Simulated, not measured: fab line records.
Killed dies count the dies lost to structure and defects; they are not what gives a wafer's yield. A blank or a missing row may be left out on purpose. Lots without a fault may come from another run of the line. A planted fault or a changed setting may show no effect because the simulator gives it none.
A single fault, viewed from 2 desks + flow nand_harc + only its own numbers are on each desk; what lay behind them is given at the end

== AT THE METROLOGY DESK ==
Means of the sampled wafers that have a number, per lot and without regard to the tool the lot ran on: this is what the gauges read. If a lot's mean is further than 4 standard deviations from the usual mean, the lot is out of limits and carries the mark OUT (the distance appears in the brackets).
Columns: A = cd_nm at NHARC_P_BONDPAD_CD_MEAS_09, usual 500.1 nm
| lot  | first seen here | A     |
|------|-----------------|-------|
| L586 | day 6 20:15     | 499.0 |
| L584 | day 6 20:20     | 500.5 |
| L587 | day 7 05:45     | 500.2 |
| L594 | day 9 02:13     | 497.9 |
| L596 | day 9 13:21     | 497.4 |
| L598 | day 10 15:32    | 501.2 |
| L601 | day 10 16:39    | 497.3 |
| L602 | day 11 01:05    | 502.2 |
| L603 | day 11 01:22    | 501.3 |
| L604 | day 11 04:40    | 500.5 |
| L605 | day 11 11:34    | 502.1 |
| L607 | day 11 23:28    | 501.1 |
Finding of this desk: none of the 12 lots has anything out of limits.

== DESK OF THE TOOL OWNER: litho_track-03 ==
At NHARC_P_BONDPAD_SOFTBAKE_04 (time 70 s), the tool's own readings, given per lot that ran on this tool as the mean of the sampled wafers with a number. If a lot's mean is further than 4 standard deviations from the usual mean, the lot is out of limits and carries the mark OUT (the distance appears in the brackets).
Columns: A = heater_power_total_W at NHARC_P_BONDPAD_SOFTBAKE_04, usual 200.8 W; B = plate_temp_C at NHARC_P_BONDPAD_SOFTBAKE_04, usual 125.01 C
| lot  | first seen here | A                | B                |
|------|-----------------|------------------|------------------|
| L586 | day 6 19:00     | 200.3            | 125.04           |
| L584 | day 6 20:00     | 200.6            | 125.04           |
| L594 | day 9 01:00     | 209.1 (+6.4) OUT | 128.74 (+27) OUT |
| L596 | day 9 12:00     | 209.2 (+6.4) OUT | 128.66 (+26) OUT |
Finding of this desk: L594, L596 out of limits; the first was L594 at day 9 01:00, on heater_power_total_W at NHARC_P_BONDPAD_SOFTBAKE_04. L586, L584 stayed within limits.

== ALL TOGETHER ==
On L594, L596, at day 9 01:00, an alarm was possible from the tool owner's desk.
At the metrology desk, nothing out of limits was observed.
The metrology desk has L594, L596 on record, within its limits.
On litho_track-03, each named lot ran NHARC_P_BONDPAD_SOFTBAKE_04.

== WHAT THE SIMULATOR PUT IN ==
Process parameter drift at NHARC_P_BONDPAD_SOFTBAKE_04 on litho_track-03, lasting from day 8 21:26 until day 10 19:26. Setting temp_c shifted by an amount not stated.
Lots struck among those shown: L594, L596.
Delay in hours, fault start to first out-of-limits reading, by desk: the tool owner's desk at 4.
